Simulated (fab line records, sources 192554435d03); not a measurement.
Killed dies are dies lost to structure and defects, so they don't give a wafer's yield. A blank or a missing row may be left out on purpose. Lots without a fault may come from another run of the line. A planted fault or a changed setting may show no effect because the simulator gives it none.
Chamber matching | flow n5_finfet | N5_BEOL_M3_ETCH_77 on rie_diel-02: 4 sister chambers
The step etches underlayer in N2/H2, target depth 6.5 nm, time 5.2 s. 20 wafers are shown with their chamber, then 10 later ones without.

WAFERS WITH THEIR CHAMBER
wafer  | chamber | showerhead_plenum_p_Torr (Torr) | throttle_valve_pct (%) | etch_rf_on_time_s (s)
L077.1 | 2       | 2.51                            | 17.82                  | 4.92
L077.4 | 3       | 2.41                            | 17.90                  | 5.57
L077.5 | 3       | 2.41                            | 17.92                  | 5.58
L083.2 | 0       | 2.48                            | 17.87                  | 5.37
L083.5 | 1       | 2.67                            | 17.56                  | 4.92
L083.6 | 2       | 2.51                            | 17.85                  | 4.81
L081.2 | 1       | 2.67                            | 17.58                  | 4.87
L081.3 | 3       | 2.41                            | 17.92                  | 5.43
L081.4 | 0       | 2.47                            | 17.86                  | 5.36
L080.1 | 2       | 2.51                            | 17.85                  | 4.83
L080.3 | 0       | 2.47                            | 17.86                  | 5.37
L080.6 | 1       | 2.67                            | 17.56                  | 4.88
L084.1 | 3       | 2.40                            | 17.93                  | 5.60
L084.4 | 1       | 2.67                            | 17.54                  | 4.90
L084.6 | 1       | 2.67                            | 17.63                  | 4.90
L087.1 | 2       | 2.51                            | 17.85                  | 4.92
L087.2 | 0       | 2.47                            | 17.88                  | 5.34
L087.4 | 1       | 2.67                            | 17.58                  | 4.93
L089.1 | 0       | 2.47                            | 17.88                  | 5.33
L089.2 | 2       | 2.50                            | 17.85                  | 4.94

SIGNATURES (means of the wafers above)
reading                  | chamber 0 | chamber 1 | chamber 2 | chamber 3 | scatter within a chamber
showerhead_plenum_p_Torr | 2.4720    | 2.6700    | 2.5080    | 2.4075    | 0.00383
throttle_valve_pct       | 17.8700   | 17.5750   | 17.8440   | 17.9175   | 0.0199
etch_rf_on_time_s        | 5.3540    | 4.9000    | 4.8840    | 5.5450    | 0.0475
Rule: a wafer's distance from a chamber is the root of the sum, over the readings, of the square of ((its reading less the chamber's mean) divided by the reading's scatter). The wafer belongs to the nearest chamber; if the next one is less than 2 further off, it can't be placed. The scatter: the root of (the sum of the squares of (reading less its chamber's mean) over the shown wafers, divided by (wafers less chambers)).

WAFERS WITHOUT THEIR CHAMBER
wafer  | showerhead_plenum_p_Torr (Torr) | throttle_valve_pct (%) | etch_rf_on_time_s (s)
L089.6 | 2.40                            | 17.94                  | 5.52
L091.1 | 2.47                            | 17.89                  | 5.37
L091.4 | 2.50                            | 17.86                  | 4.94
L091.5 | 2.40                            | 17.92                  | 5.60
L092.1 | 2.47                            | 17.90                  | 5.28
L092.3 | 2.50                            | 17.86                  | 4.89
L092.5 | 2.50                            | 17.88                  | 4.88
L096.2 | 2.66                            | 17.63                  | 4.90
L096.3 | 2.40                            | 17.96                  | 5.56
L096.4 | 2.47                            | 17.88                  | 5.33

WHICH CHAMBER EACH WENT THROUGH
wafer  | from the rows above | in truth
L089.6 | 3                   | 3
L091.1 | 0                   | 0
L091.4 | 2                   | 2
L091.5 | 3                   | 3
L092.1 | 0                   | 0
L092.3 | 2                   | 2
L092.5 | 2                   | 2
L096.2 | 1                   | 1
L096.3 | 3                   | 3
L096.4 | 0                   | 0
Placed correctly: 10 of 10. Can't be placed from these rows: 0. Placed wrongly: 0.
